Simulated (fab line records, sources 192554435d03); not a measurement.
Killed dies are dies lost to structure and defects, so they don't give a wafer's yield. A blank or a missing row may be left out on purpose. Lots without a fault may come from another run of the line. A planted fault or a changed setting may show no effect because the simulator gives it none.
fab line records | flow n5_finfet
record lots=11 wafers=32 last_day=17
route steps=1938 shown GATE_CUT@487
lots that met no fault: from a run of the same line without faults
start_h: hours from the record's first day to the start of the lot's first wafer shown | wait_h: hours since the lot's step before | " the same as in the row above | L1.1+2: a row that stands for several wafers | - no value, or no start given | * or withheld: withheld | < > ~ a bound
route shown NAME@n: a module of which the file shows steps, and the number in the route of the first | usual: mean/standard deviation of fault-free wafers | same: alike in all rows | chamber/n: place in a boat | sites: the reading at each site | _std_site: their standard deviation | _edge_site: outer sites' mean less inner sites' | radius_mm: how far each site lies from the wafer's centre | mask NAME#n: copy n | behind: the tool/chamber that last shaped the wafer | hold: why the lot was held/for how many hours/how that ended | device: the transistor (n, p or np) that didn't switch | end of line: the same wafers' tests at the end of the route | a step without rows: its recipe alone | killed: dies lost to structure and defects at the first sort, not the wafer's yield | map: a wafer's dies, x killed, . not, _ none there
set.NAME: the setting as run; set.NAME@STEP: as run at that earlier step | model.NAME: the simulator's own value behind a step, which no gauge read
steps of the route over a sample of lots; a table a step, a row a wafer
services: from which hour (start_h, from the record's first day; less than 0 if before it) a tool's chamber was out of use, for how many hours, and why
## steps
# step N5_GATE_CUT_CD_MEAS_13
# recipe target_cd_nm=20 landing_energy_ev=500 detector=se_inlens
# usual cd_nm=19.98/0.28
# columns lot.wafer tool chamber start_h wait_h cd_nm
L610.4 cd_sem-01 0 84.19 - 19.96
L610.5 " 0 " " 19.92
L610.6 " 0 " " 19.91
L611.1 cd_sem-02 0 92.48 - 19.70
L611.3 " 0 " " 19.65
L611.6 " 0 " " 19.89
L615.2 cd_sem-01 0 113.39 - 20.14
L615.4 " 0 " " 20.01
L615.5 " 0 " " 20.27
L616.1 cd_sem-02 0 118.59 - 20.43
L616.4 " 0 " " 19.74
L616.6 " 0 " " 20.04
L617.3 cd_sem-02 0 127.02 - 20.05
L617.4 " 0 " " 20.36
L617.5 " 0 " " 20.46
L619.3 cd_sem-03 0 142.24 - 19.81
L619.4 " 0 " " 19.98
L619.5 " 0 " " 20.01
L621.2 cd_sem-03 0 149.99 - 20.09
L621.4 " 0 " " 19.81
L621.5 " 0 " " 20.06
L624.1 cd_sem-02 0 171.44 - 20.15
L624.4 " 0 " " 19.78
L624.5 " 0 " " 19.82
L625.3 cd_sem-03 0 175.72 - 20.11
L625.6 " 0 " " 20.02
L630.1 cd_sem-02 0 205.87 - 19.99
L630.4 " 0 " " 20.26
L630.6 " 0 " " 19.73
L633.2 cd_sem-03 0 222.18 - 19.70
L633.3 " 0 " " 19.88
L633.6 " 0 " " 19.85
# step N5_GATE_CUT_HM_OPEN_40
# recipe chemistry=C4F6/O2 target=SiO2 mask_material=SiARC target_depth_a=1390 time_s=85.1 ion_energy_ev=250 pressure_mtorr=30 source_w=345 bias_w=185 Ar_flow_sccm=300 C4F6_flow_sccm=10 O2_flow_sccm=10 ends=cleared
# usual drypump_motor_current_A=5.6/0.46 etch_rf_on_time_s=93.7/1.6 oes_product_au=0.71/0.078 rf_fwd_power_W=341.9/1.4 rf_vpp_V=664/7.2 showerhead_plenum_p_Torr=2.82/0.083 throttle_valve_pct=20.82/0.21
# columns lot.wafer tool chamber start_h wait_h drypump_motor_current_A etch_rf_on_time_s oes_product_au rf_fwd_power_W rf_hours_counter_h rf_vpp_V showerhead_plenum_p_Torr throttle_valve_pct
L610.4 rie_diel-01 0 84.47 0.0 5.7 95.4 0.69 339.2 119 678 2.99 21.11
L610.5 " 3 " " 4.7 94.7 0.76 342.7 - 667 2.76 20.59
L610.6 " 2 " " 5.0 94.4 0.78 341.8 - 663 2.78 20.62
L611.1 rie_diel-02 1 92.77 0.0 6.0 93.1 0.62 343.9 246 658 2.82 21.22
L611.3 " 0 " " 6.0 92.2 0.66 341.1 190 660 2.84 21.00
L611.6 " 0 " " 6.0 92.4 0.67 340.0 - 662 2.84 21.00
L615.2 rie_diel-01 0 113.67 0.0 5.7 94.7 0.68 341.3 128 676 2.98 21.11
L615.4 " 1 " " 5.8 95.7 0.69 341.8 - 653 2.74 20.55
L615.5 " 2 " " 5.0 93.1 0.77 342.0 - 663 2.78 20.64
L616.1 rie_diel-02 3 118.87 0.0 5.6 94.7 0.63 343.6 185 668 2.93 20.87
L616.4 " 3 " " 5.5 95.2 0.64 341.1 - 667 2.93 20.87
L616.6 " 1 " " 6.0 95.2 0.62 343.4 - 660 2.81 21.22
L617.3 rie_diel-02 1 127.30 0.0 6.0 93.8 0.62 342.5 257 659 2.81 21.24
L617.4 " 0 " " 5.9 93.2 0.65 341.2 - 659 2.83 21.02
L617.5 " 3 " " 5.6 94.3 0.64 342.2 - 666 2.93 20.88
L619.3 rie_diel-01 3 142.53 0.0 4.7 91.4 0.76 342.6 80 665 2.75 20.63
L619.4 " 0 " " 5.8 95.7 0.68 339.7 138 676 2.98 21.14
L619.5 " 0 " " 5.8 95.4 0.69 339.5 - 676 2.98 21.13
L621.2 rie_diel-01 0 150.28 0.0 5.8 93.1 0.68 340.5 141 676 2.98 21.14
L621.4 " 1 " " 5.7 93.6 0.69 345.3 142 653 2.73 20.57
L621.5 " 2 " " 4.9 93.2 0.75 340.6 - 663 2.77 20.65
L624.1 rie_diel-02 0 171.72 0.0 5.9 95.1 0.64 341.2 218 660 2.82 21.05
L624.4 " 3 " " 5.6 97.7 0.62 344.4 205 667 2.92 20.90
L624.5 " 0 " " 5.9 97.5 0.64 342.3 - 659 2.82 21.03
L625.3 rie_diel-02 2 176.10 0.0 6.0 91.1 0.86 340.5 13 661 2.79 20.83
L625.6 " 3 " " 5.6 94.2 0.63 343.0 - 667 2.92 20.90
L630.1 rie_diel-01 3 206.16 0.0 4.7 92.5 0.74 342.0 98 667 2.74 20.65
L630.4 " 2 " " 4.9 93.2 0.74 342.8 80 662 2.76 20.66
L630.6 " 0 " " 5.7 95.4 0.66 339.3 - 677 2.97 21.15
L633.2 rie_diel-06 2 223.24 0.0 5.7 93.4 0.61 341.4 233 664 2.81 20.71
L633.3 " 3 " " 5.9 91.6 0.76 341.2 68 660 2.77 20.70
L633.6 " 0 " " 5.8 92.2 0.84 341.7 - 658 2.79 20.66
# step N5_GATE_CUT_CUT_ETCH_53
# recipe chemistry=SF6/Cl2 target=W mask_material=SiO2 target_depth_a=792 pressure_mtorr=8 icp_w=900 bias_w=80 SF6_flow_sccm=40 Cl2_flow_sccm=60 ends=cleared
# usual drypump_motor_current_A=5.6/0.42 etch_rf_on_time_s=26.3/0.35 oes_product_au=0.66/0.07 rf_fwd_power_W=877.0/2.7 throttle_valve_pct=28.83/0.14
# columns lot.wafer tool chamber start_h wait_h drypump_motor_current_A etch_rf_on_time_s oes_product_au rf_fwd_power_W rf_hours_counter_h throttle_valve_pct
L610.4 rie_metal-03 0 84.72 0.1 5.8 25.7 0.68 877.0 - 29.01
L610.5 " 1 " " 5.2 26.4 0.64 875.8 - 28.68
L610.6 " 0 " " 5.8 25.6 0.68 879.7 - 29.02
L611.1 rie_metal-03 1 93.00 0.1 5.1 26.1 0.64 879.0 71 28.68
L611.3 " 1 " " 5.1 26.4 0.64 876.0 - 28.68
L611.6 " 1 " " 5.1 26.4 0.64 877.3 - 28.67
L615.2 rie_metal-02 1 113.90 0.1 5.2 26.2 0.75 880.7 31 28.83
L615.4 " 0 " " 6.4 26.2 0.52 879.2 - 29.05
L615.5 " 1 " " 5.2 26.0 0.75 879.2 - 28.84
L616.1 rie_metal-02 1 119.10 0.1 5.2 26.8 0.73 876.3 32 28.85
L616.4 " 1 " " 5.3 26.5 0.73 877.3 - 28.82
L616.6 " 0 " " 6.4 26.8 0.51 873.2 - 29.04
L617.3 rie_metal-03 0 127.55 0.1 5.8 25.7 0.67 875.9 - 29.00
L617.4 " 1 " " 5.1 26.6 0.64 882.1 - 28.69
L617.5 " 1 " " 5.1 26.5 0.63 880.7 - 28.68
L619.3 rie_metal-02 1 142.80 0.1 5.3 26.4 0.72 875.2 - 28.84
L619.4 " 1 " " 5.2 26.6 0.72 878.3 - 28.84
L619.5 " 1 " " 5.2 26.5 0.73 877.4 - 28.84
L621.2 rie_metal-03 1 150.50 0.1 5.2 26.7 0.63 874.3 75 28.70
L621.4 " 0 " " 5.8 25.6 0.67 874.5 - 29.02
L621.5 " 1 " " 5.1 26.5 0.63 877.9 - 28.69
L624.1 rie_metal-03 0 171.96 0.1 5.9 25.7 0.66 880.0 63 29.02
L624.4 " 1 " " 5.1 26.6 0.62 878.1 - 28.68
L624.5 " 0 " " 5.8 30.1 0.61 879.8 - 29.02
L625.3 rie_metal-03 1 176.35 0.1 5.2 26.5 0.63 879.6 - 28.68
L625.6 " 1 " " 5.2 30.9 0.57 878.0 - 28.67
L630.1 rie_metal-03 0 206.38 0.1 5.8 25.8 0.66 882.1 66 29.02
L630.4 " 1 " " 5.1 26.7 0.61 877.7 - 28.70
L630.6 " 1 " " 5.1 31.2 0.57 875.7 - 28.69
L633.2 rie_metal-01 1 223.47 0.1 5.2 26.3 0.58 878.0 107 28.75
L633.3 " 0 " " 6.0 26.4 0.68 880.1 - 28.88
L633.6 " 0 " " 6.0 26.1 0.69 877.2 - 28.88
# step N5_GATE_CUT_STRIP_21
# recipe chemistry=N2/H2 time_s=30 power_w=1000 temp_c=250 pressure_mtorr=withheld n2_flow_sccm=1750 h2_flow_sccm=3250
# usual drypump_motor_current_A=5.59/0.24 heater_power_w=348/31 n2_flow_sccm=1750/5.5
# columns lot.wafer tool chamber start_h wait_h drypump_motor_current_A heater_power_w n2_flow_sccm rf_hours_counter_h
L610.4 plasma_asher-01 0 85.01 0.1 5.82 355 1756 -
L610.5 " 0 " " 5.84 362 1750 -
L610.6 " 1 " " 5.74 350 1760 -
L611.1 plasma_asher-01 0 93.29 0.0 5.83 354 1752 90
L611.3 " 1 " " 5.73 345 1741 -
L611.6 " 1 " " 5.74 334 1754 -
L615.2 plasma_asher-01 1 114.19 0.0 5.76 352 1748 97
L615.4 " 0 " " 5.84 354 1754 -
L615.5 " 1 " " 5.74 343 1747 -
L616.1 plasma_asher-01 0 119.39 0.0 5.83 366 1748 97
L616.4 " 1 " " 5.75 350 1738 -
L616.6 " 0 " " 5.84 348 1748 -
L617.3 plasma_asher-02 1 127.84 0.1 5.74 318 1748 -
L617.4 " 0 " " 5.23 386 1762 -
L617.5 " 0 " " 5.22 392 1760 -
L619.3 plasma_asher-02 0 143.34 0.1 5.23 384 1753 -
L619.4 " 1 " " 5.71 306 1755 -
L619.5 " 0 " " 5.23 381 1752 -
L621.2 plasma_asher-01 1 150.80 0.0 5.76 335 1738 104
L621.4 " 0 " " 5.84 367 1751 -
L621.5 " 0 " " 5.83 354 1755 -
L624.1 plasma_asher-02 1 172.25 0.0 5.70 300 1751 53
L624.4 " 0 " " 5.23 377 1743 -
L624.5 " 0 " " 5.23 388 1747 -
L625.3 plasma_asher-01 1 176.64 0.1 5.73 342 1757 -
L625.6 " 0 " " 5.83 357 1736 -
L630.1 plasma_asher-02 0 206.68 0.0 5.24 389 1752 57
L630.4 " 1 " " 5.69 299 1748 -
L630.6 " 1 " " 5.65 308 1751 -
L633.2 plasma_asher-02 0 223.76 0.0 5.21 401 1750 61
L633.3 " 1 " " 5.70 305 1751 -
L633.6 " 1 " " 5.75 310 1751 -
## services
# columns tool chamber start_h hours kind
plasma_asher-02 - 85.11 14.6 pm
rie_diel-01 3 89.53 8.7 repair
rie_diel-01 3 103.31 18.9 repair
rie_diel-02 2 105.26 7.6 repair
plasma_asher-02 - 105.73 2.8 pm
rie_metal-02 - 107.43 2.8 pm
rie_metal-03 - 108.13 14.6 pm
rie_diel-02 2 112.90 - clean
rie_diel-02 2 112.90 - consumable_replace:focus_ring
rie_diel-02 2 112.90 18.0 scheduled_down
rie_diel-02 2 112.90 18.0 vent_cycle
rie_diel-06 0 115.84 5.3 repair
rie_diel-06 1 128.14 16.7 repair
rie_diel-02 1 131.21 - clean
rie_diel-02 1 131.21 - consumable_replace:focus_ring
rie_diel-02 1 131.21 37.2 scheduled_down
rie_diel-02 1 131.21 37.2 vent_cycle
rie_diel-02 2 132.32 6.3 repair
rie_metal-02 0 142.03 22.0 repair
rie_diel-06 2 142.69 23.3 repair
rie_metal-03 0 178.85 7.3 repair
plasma_asher-01 - 185.40 0.7 repair
rie_diel-02 - 215.56 14.6 pm
rie_metal-02 1 222.25 16.5 repair
## key
first_sign step=N5_GATE_CUT_CUT_ETCH_53 reading=etch_rf_on_time_s direction=up sigmas=13 usual=* struck=*
effect none on later readings
met_at N5_GATE_CUT_CUT_ETCH_53
struck_lots L624,L625,L630
struck_wafers L624.5,L625.6,L630.6
tester_left_out L624,L625,L630
not_acting_at N5_GATE_CUT_CD_MEAS_13,N5_GATE_CUT_HM_OPEN_40,N5_GATE_CUT_STRIP_21
onset_between 150.50 171.96
fault kind=process_parameter_drift tool=rie_metal-03 chamber=- onset_h=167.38 steps=N5_GATE_CUT_CUT_ETCH_53 channel=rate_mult offset=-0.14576 shape=step end_h=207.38 scope=struck_wafers_only
# tester_left_out: of these lots the tester's yield and bins aren't shown, on N5 and GAA mostly nor the transistor test; their killed dies are dies lost to structure and defects alone, not to doping, threshold or leakage, so they don't give the yield
